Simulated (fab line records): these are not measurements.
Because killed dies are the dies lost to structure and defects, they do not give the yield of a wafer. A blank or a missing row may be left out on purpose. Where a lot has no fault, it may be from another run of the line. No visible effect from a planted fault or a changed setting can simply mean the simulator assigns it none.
Matching of chambers | flow n5_finfet | N5_BEOL_M11_ETCH_61 on rie_diel-01: 4 sister chambers
The step etches SiARC in CF4, target depth 39 nm, time 65 s. 24 wafers are shown with their chamber, then 12 later ones without.

## WAFERS, EACH WITH ITS CHAMBER
wafer  | chamber | throttle_valve_pct (%) | oes_product_au (a.u.) | showerhead_plenum_p_Torr (Torr)
L074.3 | 2       | 15.73                  | 0.60                  | 2.20
L074.5 | 0       | 15.97                  | 0.59                  | 2.13
L074.6 | 1       | 15.59                  | 0.81                  | 2.19
L077.2 | 2       | 15.75                  | 0.60                  | 2.20
L077.3 | 0       | 15.99                  | 0.58                  | 2.13
L077.4 | 3       | 16.05                  | 0.64                  | 2.16
L079.1 | 2       | 15.76                  | 0.59                  | 2.20
L079.4 | 1       | 15.59                  | 0.79                  | 2.19
L079.6 | 2       | 15.75                  | 0.60                  | 2.20
L082.2 | 1       | 15.62                  | 0.78                  | 2.19
L082.3 | 3       | 16.05                  | 0.63                  | 2.16
L082.6 | 2       | 15.76                  | 0.60                  | 2.20
L083.1 | 3       | 16.07                  | 0.63                  | 2.15
L083.3 | 2       | 15.76                  | 0.60                  | 2.20
L083.6 | 2       | 15.77                  | 0.60                  | 2.20
L086.2 | 2       | 15.78                  | 0.60                  | 2.20
L086.4 | 3       | 16.09                  | 0.63                  | 2.15
L086.6 | 2       | 15.78                  | 0.58                  | 2.20
L085.4 | 2       | 15.78                  | 0.58                  | 2.19
L085.5 | 3       | 16.09                  | 0.63                  | 2.15
L085.6 | 1       | 15.61                  | 0.77                  | 2.18
L088.1 | 2       | 15.79                  | 0.59                  | 2.19
L088.2 | 3       | 16.09                  | 0.63                  | 2.15
L088.3 | 1       | 15.63                  | 0.76                  | 2.18

SIGNATURES (means of the wafers above)
reading                  | chamber 0 | chamber 1 | chamber 2 | chamber 3 | scatter within a chamber
throttle_valve_pct       | 15.9800   | 15.6080   | 15.7645   | 16.0733   | 0.018
oes_product_au           | 0.5850    | 0.7820    | 0.5945    | 0.6317    | 0.0107
showerhead_plenum_p_Torr | 2.1300    | 2.1860    | 2.1982    | 2.1533    | 0.00457
Rule: for a wafer and a chamber, the distance is found by dividing, reading by reading, the gap between the wafer's reading and the chamber's mean by the reading's scatter, squaring, summing and taking the root. The wafer belongs to the nearest chamber; if the next one is less than 2 further off, it can't be placed. The scatter: take each reading less its chamber's mean, square it, sum over the shown wafers, divide by the number of wafers less the number of chambers, and take the root.

## WAFERS WHOSE CHAMBER IS MISSING
wafer  | throttle_valve_pct (%) | oes_product_au (a.u.) | showerhead_plenum_p_Torr (Torr)
L093.1 | 15.83                  | 0.58                  | 2.19
L093.4 | 16.10                  | 0.61                  | 2.15
L093.6 | 15.54                  | 0.80                  | 2.12
L096.2 | 15.81                  | 0.58                  | 2.19
L096.3 | 16.12                  | 0.61                  | 2.14
L096.5 | 15.67                  | 0.74                  | 2.18
L095.3 | 15.83                  | 0.58                  | 2.19
L095.5 | 15.56                  | 0.78                  | 2.12
L095.6 | 16.12                  | 0.61                  | 2.15
L097.2 | 15.55                  | 0.78                  | 2.12
L097.4 | 16.14                  | 0.61                  | 2.14
L097.5 | 15.69                  | 0.73                  | 2.18

## THE CHAMBER EACH PASSED THROUGH
wafer  | from the rows above | in truth
L093.1 | 2                   | 2
L093.4 | 3                   | 3
L093.6 | 1                   | 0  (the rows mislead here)
L096.2 | 2                   | 2
L096.3 | 3                   | 3
L096.5 | 1                   | 1
L095.3 | 2                   | 2
L095.5 | 1                   | 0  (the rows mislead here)
L095.6 | 3                   | 3
L097.2 | 1                   | 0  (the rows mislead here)
L097.4 | 3                   | 3
L097.5 | 1                   | 1
Correct placement for 9 of the 12. From these rows, 0 cannot be placed. 3 placed wrongly.
